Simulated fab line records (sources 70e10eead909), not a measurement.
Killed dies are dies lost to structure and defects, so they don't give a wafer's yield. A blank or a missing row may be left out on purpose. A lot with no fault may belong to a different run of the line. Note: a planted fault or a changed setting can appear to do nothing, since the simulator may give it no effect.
The tool behind it: which one? + flow nand-harc + Sampling: 6 lots, 18 wafers, 3 of 1302 route steps

## WHAT THE GAUGES READ, wafer by wafer
NHARC_P_ZERO_WELL_CD_MEAS_24: the cd target is 720 nm.
| lot  | measured     | on        | cd-nm (nm)        |
|------|--------------|-----------|-------------------|
| L774 | day 2 08:46  | cd-sem-03 | 720.5 719.2 718.6 |
| L784 | day 6 12:46  | cd-sem-02 | 708.6 710.3 709.5 |
| L787 | day 7 18:28  | cd-sem-01 | 719.7 720.1 715.0 |
| L792 | day 9 20:47  | cd-sem-03 | 716.6 720.9 719.0 |
| L794 | day 10 16:48 | cd-sem-03 | 722.4 718.5 720.6 |
| L796 | day 11 12:37 | cd-sem-02 | 717.1 716.6 719.1 |

## WHAT TOOL EACH LOT RAN ON (gives the tool, then ch and the chambers of the sampled wafers, and finally the start)
| lot  | NHARC_P_ZERO_WELL_ETCH_65          | NHARC_P_ZERO_WELL_PEB_22          |
|------|------------------------------------|-----------------------------------|
| L774 | rie-diel-02 ch 0,2,3, day 2 07:34  | litho-track-07 ch 0, day 2 08:41  |
| L784 | rie-diel-11 ch 1,2, day 6 11:22    | litho-track-02 ch 0, day 6 12:40  |
| L787 | rie-diel-03 ch 0,1, day 7 17:22    | litho-track-07 ch 0, day 7 18:22  |
| L792 | rie-diel-02 ch 0,1,3, day 9 19:29  | litho-track-02 ch 0, day 9 20:41  |
| L794 | rie-diel-11 ch 0,2,3, day 10 15:39 | litho-track-05 ch 0, day 10 16:43 |
| L796 | rie-diel-03 ch 0,2,3, day 11 11:28 | litho-track-05 ch 0, day 11 12:31 |
- NHARC_P_ZERO_WELL_ETCH_65: etches the open film in N2/H2, target depth 80 nm, overetch 24 nm, time 87.88 s.
- NHARC_P_ZERO_WELL_PEB_22: peb time 85 s.

## THE ANSWER, worked out from the rows above alone
Rule: usual is defined by the lots themselves. Put in order of their means at a reading, lots are off if they are a third of the lots or fewer, leave a main group of 4 or more, and stand apart from it by a gap of 3 or more times the standard deviation of the main group's means; of several such gaps the widest counts. If all means in a main group match to the digits the tables above print for the reading, that group is not used. Also off: a lot with no number at a reading for which 4 or more lots have one. All remaining lots with rows at the step are treated as sound.
Off, at NHARC_P_ZERO_WELL_CD_MEAS_24 on cd-nm: L784. Main group: mean 718.9 nm, sd 0.99.
If a tool, at a process step before that reading, ran all the lots that are off and no sound lot after the first of them, it fits. Gauges at NHARC_P_ZERO_WELL_CD_MEAS_24: tried the same way as those tools. None of those tried fits.

## WHAT THE SIMULATOR HAD PUT IN
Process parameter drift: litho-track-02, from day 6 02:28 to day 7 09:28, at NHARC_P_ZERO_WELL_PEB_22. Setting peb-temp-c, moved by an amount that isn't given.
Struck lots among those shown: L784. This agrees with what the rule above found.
